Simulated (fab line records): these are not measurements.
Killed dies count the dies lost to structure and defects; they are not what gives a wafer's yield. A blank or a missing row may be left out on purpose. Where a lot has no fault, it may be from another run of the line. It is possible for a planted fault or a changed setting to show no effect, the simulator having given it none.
fab line records ; flow n5Finfet
record lots=12; wafers=36; lastDay=18
route steps=1938 shown BEOL_M5@1114 PASSIVATION@1936
lots that met no fault: taken from a fault-free run of the same line
startH: start of the lot's first displayed wafer, in hours after the record's first day ; waitH: hours from the lot's prior step to this one ; " unchanged from the row above ; L1.1+2: a row that stands for several wafers ; - value missing, or start not given ; * or withheld: withheld ; < > ~ a bound
route shown NAME@n: a module of which the file shows steps, and the number in the route of the first ; usual: mean and standard deviation over wafers with no fault ; same: alike in all rows ; chamber/n: place in a boat ; sites: the reading at each site ; _std_site: the values' standard deviation ; _edge_site: inner sites' mean taken away from outer sites' mean ; radiusMm: how far each site lies from the wafer's centre ; mask NAME#n: copy n ; behind: the tool/chamber that last shaped the wafer ; hold: reason for holding the lot/hours on hold/outcome of the hold ; device: transistor that didn't switch, given as n, p or np ; end of line: the same wafers' tests at the end of the route ; a step with no rows: only its recipe ; killed: not the wafer's yield, but the dies lost to structure and defects at the first sort ; map: a wafer's dies, x killed, . not, _ none there
set.NAME: setting as actually run; set.NAME@STEP: the setting as run at that earlier step ; model.NAME: the simulator's own value behind a step, which no gauge read
route steps across a sampled set of lots; one table per step, one row per wafer
services: from which hour (startH, from the record's first day; less than 0 if before it) a tool's chamber was out of use, for how many hours, and why
## steps
# step N5_BEOL_M5_THK_MEAS_01
# recipe reads=SiCOH_lowk_of_BEOL_M5_ILD_DEP_00
# usual M5_ILD_THK=120.3/1.5
lot.wafer;tool;chamber;startH;waitH;M5_ILD_THK[nm]
L766.1;filmMetro-01;-;173.90;0.4;117.9
L766.3;filmMetro-01;-;173.90;0.4;118.7
L766.5;filmMetro-01;-;173.90;0.4;120.5
L767.2;filmMetro-02;-;183.73;0.4;119.5
L767.3;filmMetro-02;-;183.73;0.4;119.7
L767.5;filmMetro-02;-;183.73;0.4;120.4
L768.3;filmMetro-01;-;190.30;0.3;119.2
L768.5;filmMetro-01;-;190.30;0.3;121.0
L768.6;filmMetro-01;-;190.30;0.3;120.0
L772.1;filmMetro-01;-;215.74;0.4;117.7
L772.3;filmMetro-01;-;215.74;0.4;121.3
L772.6;filmMetro-01;-;215.74;0.4;121.4
L770.2;filmMetro-01;-;216.29;0.4;122.9
L770.3;filmMetro-01;-;216.29;0.4;121.7
L770.6;filmMetro-01;-;216.29;0.4;123.2
L774.3;filmMetro-01;-;220.24;0.3;119.9
L774.4;filmMetro-01;-;220.24;0.3;120.7
L774.5;filmMetro-01;-;220.24;0.3;120.9
L773.2;filmMetro-02;-;233.00;0.4;119.8
L773.3;filmMetro-02;-;233.00;0.4;118.9
L773.5;filmMetro-02;-;233.00;0.4;122.5
L777.1;filmMetro-01;-;245.36;0.4;119.3
L777.4;filmMetro-01;-;245.36;0.4;120.9
L777.6;filmMetro-01;-;245.36;0.4;119.5
L782.1;filmMetro-01;-;271.40;0.4;120.1
L782.3;filmMetro-01;-;271.40;0.4;119.3
L782.5;filmMetro-01;-;271.40;0.4;122.3
L783.1;filmMetro-01;-;286.21;0.4;119.3
L783.2;filmMetro-01;-;286.21;0.4;120.2
L783.6;filmMetro-01;-;286.21;0.4;118.6
L784.1;filmMetro-01;-;292.21;0.4;120.7
L784.4;filmMetro-01;-;292.21;0.4;123.2
L784.5;filmMetro-01;-;292.21;0.4;122.0
L788.1;filmMetro-01;-;323.15;0.8;117.3
L788.3;filmMetro-01;-;323.15;0.8;118.2
L788.5;filmMetro-01;-;323.15;0.8;120.3
# step N5_BEOL_M5_HM_DEP_02
# recipe material=TiN; targetThkA=200; tempC=25; chamberPressurePa=0.49996
# usual throttleValvePct=30.0/1.2
lot.wafer;tool;chamber;startH;waitH;throttleValvePct
L766.1;pvdSputter-02;-;175.90;1.9;31.0
L766.3;pvdSputter-02;-;175.90;1.9;28.4
L766.5;pvdSputter-02;-;175.90;1.9;31.0
L767.2;pvdSputter-01;-;185.11;1.3;30.4
L767.3;pvdSputter-01;-;185.11;1.3;31.6
L767.5;pvdSputter-01;-;185.11;1.3;31.4
L768.3;pvdSputter-03;-;190.90;0.6;31.0
L768.5;pvdSputter-03;-;190.90;0.6;29.2
L768.6;pvdSputter-03;-;190.90;0.6;30.6
L772.1;pvdSputter-02;-;216.00;0.2;28.6
L772.3;pvdSputter-02;-;216.00;0.2;30.9
L772.6;pvdSputter-02;-;216.00;0.2;29.9
L770.2;pvdSputter-02;-;216.40;0.1;31.0
L770.3;pvdSputter-02;-;216.40;0.1;28.5
L770.6;pvdSputter-02;-;216.40;0.1;31.1
L774.3;pvdSputter-03;-;221.05;0.7;31.1
L774.4;pvdSputter-03;-;221.05;0.7;27.8
L774.5;pvdSputter-03;-;221.05;0.7;29.2
L773.2;pvdSputter-03;-;234.17;1.1;30.5
L773.3;pvdSputter-03;-;234.17;1.1;30.8
L773.5;pvdSputter-03;-;234.17;1.1;29.1
L777.1;pvdSputter-03;-;247.12;1.7;28.2
L777.4;pvdSputter-03;-;247.12;1.7;29.3
L777.6;pvdSputter-03;-;247.12;1.7;31.0
L782.1;pvdSputter-01;-;273.70;2.2;31.4
L782.3;pvdSputter-01;-;273.70;2.2;29.8
L782.5;pvdSputter-01;-;273.70;2.2;30.3
L783.1;pvdSputter-02;-;286.81;0.5;31.0
L783.2;pvdSputter-02;-;286.81;0.5;28.4
L783.6;pvdSputter-02;-;286.81;0.5;28.5
L784.1;pvdSputter-02;-;293.81;1.5;30.8
L784.4;pvdSputter-02;-;293.81;1.5;29.7
L784.5;pvdSputter-02;-;293.81;1.5;28.5
L788.1;pvdSputter-01;-;323.26;0.1;30.3
L788.3;pvdSputter-01;-;323.26;0.1;27.8
L788.5;pvdSputter-01;-;323.26;0.1;30.0
# step N5_BEOL_M5_OVL_MEAS_12
# recipe pointsPerWafer=522
# usual M5_OVL=-0.1/0.84
lot.wafer;tool;chamber;startH;waitH;M5_OVL[nm]
L766.1;overlay-02;0;176.44;0.0;0.9
L766.3;overlay-02;0;176.44;0.0;0.4
L766.5;overlay-02;0;176.44;0.0;0.2
L767.2;overlay-02;0;185.66;0.0;-0.2
L767.3;overlay-02;0;185.66;0.0;-0.6
L767.5;overlay-02;0;185.66;0.0;-0.5
L768.3;overlay-02;0;191.34;0.0;-1.5
L768.5;overlay-02;0;191.34;0.0;-0.5
L768.6;overlay-02;0;191.34;0.0;-0.8
L772.1;overlay-01;0;216.55;0.0;0.7
L772.3;overlay-01;0;216.55;0.0;0.9
L772.6;overlay-01;0;216.55;0.0;0.2
L770.2;overlay-01;0;216.83;0.0;-0.9
L770.3;overlay-01;0;216.83;0.0;-0.2
L770.6;overlay-01;0;216.83;0.0;0.1
L774.3;overlay-01;0;221.60;0.0;2.1
L774.4;overlay-01;0;221.60;0.0;0.4
L774.5;overlay-01;0;221.60;0.0;0.0
L773.2;overlay-01;0;234.73;0.0;1.1
L773.3;overlay-01;0;234.73;0.0;1.4
L773.5;overlay-01;0;234.73;0.0;1.3
L777.1;overlay-01;0;247.54;0.0;-1.3
L777.4;overlay-01;0;247.54;0.0;-0.7
L777.6;overlay-01;0;247.54;0.0;-0.5
L782.1;overlay-02;0;274.25;0.0;-0.4
L782.3;overlay-02;0;274.25;0.0;-0.4
L782.5;overlay-02;0;274.25;0.0;-1.0
L783.1;overlay-01;0;287.23;0.0;1.1
L783.2;overlay-01;0;287.23;0.0;1.0
L783.6;overlay-01;0;287.23;0.0;0.2
L784.1;overlay-01;0;294.36;0.0;-0.2
L784.4;overlay-01;0;294.36;0.0;-1.5
L784.5;overlay-01;0;294.36;0.0;-1.0
L788.1;overlay-01;0;323.80;0.0;-2.0
L788.3;overlay-01;0;323.80;0.0;-0.6
L788.5;overlay-01;0;323.80;0.0;-1.3
# step N5_BEOL_M5_COAT_65
# recipe resist=SOC; tempC=250; timeS=60; spinRpm=1500; resistThkNm=60
# usual heaterPowerTotalW=500.5/1.8; plateTempC=250.01/0.15; resistLineTempC=22.99/0.11
lot.wafer;tool;chamber;startH;waitH;heaterPowerTotalW;plateTempC;resistLineTempC
L766.1;lithoTrack-02;0;177.09;0.1;500.3;250.07;23.12
L766.3;lithoTrack-02;0;177.09;0.1;498.2;249.83;23.08
L766.5;lithoTrack-02;0;177.09;0.1;498.1;250.23;23.15
L767.2;lithoTrack-03;0;186.22;0.0;497.7;249.90;22.90
L767.3;lithoTrack-03;0;186.22;0.0;497.7;249.98;23.00
L767.5;lithoTrack-03;0;186.22;0.0;503.3;250.03;22.95
L768.3;lithoTrack-04;0;194.62;2.8;499.5;250.06;22.87
L768.5;lithoTrack-04;0;194.62;2.8;501.2;249.96;23.05
L768.6;lithoTrack-04;0;194.62;2.8;497.7;249.97;22.92
L772.1;lithoTrack-04;0;217.34;0.3;502.2;249.99;22.97
L772.3;lithoTrack-04;0;217.34;0.3;500.4;250.12;22.87
L772.6;lithoTrack-04;0;217.34;0.3;499.4;249.72;22.95
L770.2;lithoTrack-02;0;217.40;0.1;502.0;250.00;22.97
L770.3;lithoTrack-02;0;217.40;0.1;502.3;249.96;23.18
L770.6;lithoTrack-02;0;217.40;0.1;503.3;249.91;23.14
L774.3;lithoTrack-03;0;223.24;1.1;501.0;250.09;23.02
L774.4;lithoTrack-03;0;223.24;1.1;500.3;250.04;23.01
L774.5;lithoTrack-03;0;223.24;1.1;497.4;249.92;23.13
L773.2;lithoTrack-03;0;235.28;0.0;502.0;249.97;23.05
L773.3;lithoTrack-03;0;235.28;0.0;499.7;250.05;22.90
L773.5;lithoTrack-03;0;235.28;0.0;498.6;249.99;22.92
L777.1;lithoTrack-03;0;252.11;3.8;499.7;249.93;22.83
L777.4;lithoTrack-03;0;252.11;3.8;503.1;250.15;23.08
L777.6;lithoTrack-03;0;252.11;3.8;499.8;250.07;23.04
L782.1;lithoTrack-03;0;276.89;1.3;452.8;231.79;23.17
L782.3;lithoTrack-03;0;276.89;1.3;454.8;231.53;23.18
L782.5;lithoTrack-03;0;276.89;1.3;457.8;231.49;23.11
L783.1;lithoTrack-03;0;289.04;1.1;454.6;231.63;22.94
L783.2;lithoTrack-03;0;289.04;1.1;453.2;231.42;22.98
L783.6;lithoTrack-03;0;289.04;1.1;453.3;231.64;23.04
L784.1;lithoTrack-04;0;296.01;0.8;501.4;249.71;22.99
L784.4;lithoTrack-04;0;296.01;0.8;503.3;249.93;22.98
L784.5;lithoTrack-04;0;296.01;0.8;497.8;250.19;23.04
L788.1;lithoTrack-02;0;324.79;0.5;499.4;249.87;22.91
L788.3;lithoTrack-02;0;324.79;0.5;501.9;250.16;22.96
L788.5;lithoTrack-02;0;324.79;0.5;500.0;249.82;22.91
# step N5_PASSIVATION_PROBE_49
# usual defectLimitedYield=91.3/1.3; killed_at_M0_to_M3=35/9.3; killed_at_M4_up=14/5.2; killedAtContacts=12/5.9; killedAtFrontEnd=38/11; killedAtOther=4/3.7; killedDies=103/15; killedOpen=67/12; killedShort=34/8; sort_bin_5_function=5.1/0.88; sort_bin_6_memory=3.3/0.65; sortNPass=1077/15; sortYieldPct=91.3/1.3
# same grossDies=1180; killedAtBackSide=0; sort_bin_4_leakage[%]=0; sort_bin_8_speed[%]=0
lot.wafer;tool;chamber;startH;waitH;defectLimitedYield[%];killed_at_M0_to_M3;killed_at_M4_up;killedAtContacts;killedAtFrontEnd;killedAtOther;killedDies;killedOpen;killedShort;sort_bin_5_function[%];sort_bin_6_memory[%];sortNPass;sortYieldPct[%]
L774.3;prober-01;-;332.26;0.1;90.3;32;22;10;46;4;114;68;44;6.4;3.1;1066;90.3
L774.4;prober-01;-;332.31;0.2;90.7;35;5;6;64;0;110;67;35;5.2;3.2;1070;90.7
L774.5;prober-01;-;332.36;0.2;90.8;35;10;12;50;1;108;71;31;4.7;3.8;1072;90.8
L773.2;prober-02;-;341.97;0.1;89.9;39;21;15;44;0;119;92;27;6.8;2.9;1061;89.9
L773.3;prober-02;-;342.02;0.1;89.7;47;21;7;30;16;121;79;40;5.5;4.6;1059;89.7
L773.5;prober-02;-;342.12;0.2;92.0;39;16;6;27;6;94;56;35;4.8;3.0;1086;92.0
L782.1;prober-01;-;384.54;0.0;91.9;49;6;8;30;2;95;46;47;4.3;3.6;1085;91.9
L782.3;prober-01;-;384.64;0.1;91.4;19;19;15;42;7;102;57;41;4.8;3.3;1078;91.4
L782.5;prober-01;-;384.74;0.2;91.6;24;7;19;44;5;99;58;41;5.5;2.2;1081;91.6
L783.1;prober-02;-;394.32;0.0;90.2;33;14;14;47;8;116;81;33;5.7;3.7;1064;90.2
L783.2;prober-02;-;394.37;0.1;90.7;30;11;14;50;5;110;75;34;5.0;3.8;1070;90.7
L783.6;prober-02;-;394.57;0.3;89.9;42;19;12;39;7;119;88;28;6.4;3.4;1061;89.9
# killed by level:class
L774.3 FIN_SAQP:geometricParticle:short=16 FIN_SAQP:geometricParticle:open=12 BEOL_M0_SAQP:geometricParticle:short=9 DUMMY_GATE:geometricParticle:open=8 MOL_CONTACT_COAG:geometricParticle:open=8 BEOL_M3:geometricParticle:open=7 BEOL_M4:geometricParticle:open=7 BEOL_M5:geometricParticle:open=6
L774.4 FIN_SAQP:geometricParticle:open=19 STI_FIN_REVEAL:geometricParticle:open=15 BEOL_M0_SAQP:geometricParticle:short=9 BEOL_M1:geometricParticle:open=8 FIN_SAQP:geometricParticle:short=6 GATE_CUT:geometricParticle:short=6 BEOL_M3:geometricParticle:open=6 HKMG_FIN:areaEtch=6
L774.5 BEOL_M3:geometricParticle:open=14 FIN_SAQP:geometricParticle:open=12 STI_FIN_REVEAL:geometricParticle:open=11 MOL_CONTACT_COAG:geometricParticle:open=10 FIN_SAQP:geometricParticle:short=7 BEOL_M0_SAQP:geometricParticle:open=7 GATE_CUT:geometricParticle:short=4 BEOL_M2:geometricParticle:open=4
L773.2 MOL_CONTACT_COAG:geometricParticle:open=14 FIN_SAQP:geometricParticle:open=13 BEOL_M4:geometricParticle:open=11 STI_FIN_REVEAL:geometricParticle:open=9 BEOL_M3:geometricParticle:open=8 BEOL_M0_SAQP:geometricParticle:open=8 FIN_SAQP:geometricParticle:short=7 BEOL_M0_SAQP:geometricParticle:short=6
L773.3 BEOL_M0_SAQP:geometricParticle:short=11 BEOL_M0_SAQP:geometricParticle:open=11 BEOL_M2:geometricParticle:open=11 BEOL_M4:geometricParticle:open=9 STI_FIN_REVEAL:geometricParticle:open=8 FIN_SAQP:geometricParticle:open=7 MOL_CONTACT_COAG:geometricParticle:open=7 BEOL_M0:geometricParticle:open=6
L773.5 BEOL_M0_SAQP:geometricParticle:short=9 BEOL_M0_SAQP:geometricParticle:open=8 BEOL_M3:geometricParticle:open=7 MOL_CONTACT_COAG:geometricParticle:open=5 BEOL_M3:geometricParticle:short=5 BEOL_M4:geometricParticle:open=5 BEOL_M5:geometricParticle:open=5 FIN_SAQP:geometricParticle:open=4
L782.1 FIN_SAQP:geometricParticle:short=16 BEOL_M0_SAQP:geometricParticle:open=13 BEOL_M0_SAQP:geometricParticle:short=11 BEOL_M1:geometricParticle:short=7 MOL_CONTACT_COAG:geometricParticle:open=6 BEOL_M1:geometricParticle:open=6 BEOL_M2:geometricParticle:open=5 FIN_SAQP:geometricParticle:open=4
L782.3 MOL_CONTACT_COAG:geometricParticle:open=14 FIN_SAQP:geometricParticle:short=10 BEOL_M0_SAQP:geometricParticle:open=7 BEOL_M4:geometricParticle:open=6 GATE_CUT:geometricParticle:short=6 BEOL_M0_SAQP:geometricParticle:short=4 BEOL_M4:geometricParticle:short=4 STARTING-WAFER:geometricParticle:short=4
L782.5 MOL_CONTACT_COAG:geometricParticle:open=17 FIN_SAQP:geometricParticle:open=15 FIN_SAQP:geometricParticle:short=9 BEOL_M1:geometricParticle:open=7 BEOL_M0_SAQP:geometricParticle:short=6 GATE_CUT:geometricParticle:open=6 BEOL_M0_SAQP:geometricParticle:open=6 GATE_CUT:geometricParticle:short=5
L783.1 MOL_CONTACT_COAG:geometricParticle:open=10 FIN_SAQP:geometricParticle:open=9 STI_FIN_REVEAL:geometricParticle:open=9 DUMMY_GATE:geometricParticle:open=9 BEOL_M0:geometricParticle:open=8 BEOL_M0_SAQP:geometricParticle:open=6 BEOL_M2:geometricParticle:open=5 BEOL_M4:geometricParticle:open=5
L783.2 STI_FIN_REVEAL:geometricParticle:open=16 MOL_CONTACT_COAG:geometricParticle:open=10 BEOL_M2:geometricParticle:open=10 DUMMY_GATE:geometricParticle:open=8 FIN_SAQP:geometricParticle:short=6 BEOL_M5:geometricParticle:open=5 GATE_CUT:geometricParticle:short=4 MOL_CONTACT_COAG:geometricParticle:short=4
L783.6 BEOL_M0_SAQP:geometricParticle:open=14 DUMMY_GATE:geometricParticle:open=11 MOL_CONTACT_COAG:geometricParticle:open=10 STI_FIN_REVEAL:geometricParticle:open=8 BEOL_M5:geometricParticle:open=7 FIN_SAQP:geometricParticle:open=6 BEOL_M2:geometricParticle:open=6 BEOL_M3:geometricParticle:open=5
## services
tool;chamber;startH;hours;kind
lithoTrack-03;-;211.95;-;consumableReplace:filter
lithoTrack-04;-;222.54;-;consumableReplace:filter
pvdSputter-03;-;254.06;7.5;repair
lithoTrack-04;-;269.25;-;consumableReplace:filter
## key
firstSign step=N5_BEOL_M5_COAT_65; reading=plateTempC; direction=down; sigmas=99+; usual=*; struck=*
effect step=N5_BEOL_M5_COAT_65; reading=heaterPowerTotalW; direction=down; sigmas=25; usual=*; struck=*
metAt N5_BEOL_M5_COAT_65
struckLots L782,L783
notActingAt N5_BEOL_M5_THK_MEAS_01,N5_BEOL_M5_HM_DEP_02,N5_BEOL_M5_OVL_MEAS_12
onsetBetween 252.11 276.89
fault kind=processParameterDrift; tool=lithoTrack-03; chamber=-; onsetH=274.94; steps=N5_BEOL_M5_COAT_65; channel=tempC; offset=*; shape=step; endH=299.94; actsIn=*; stated=*
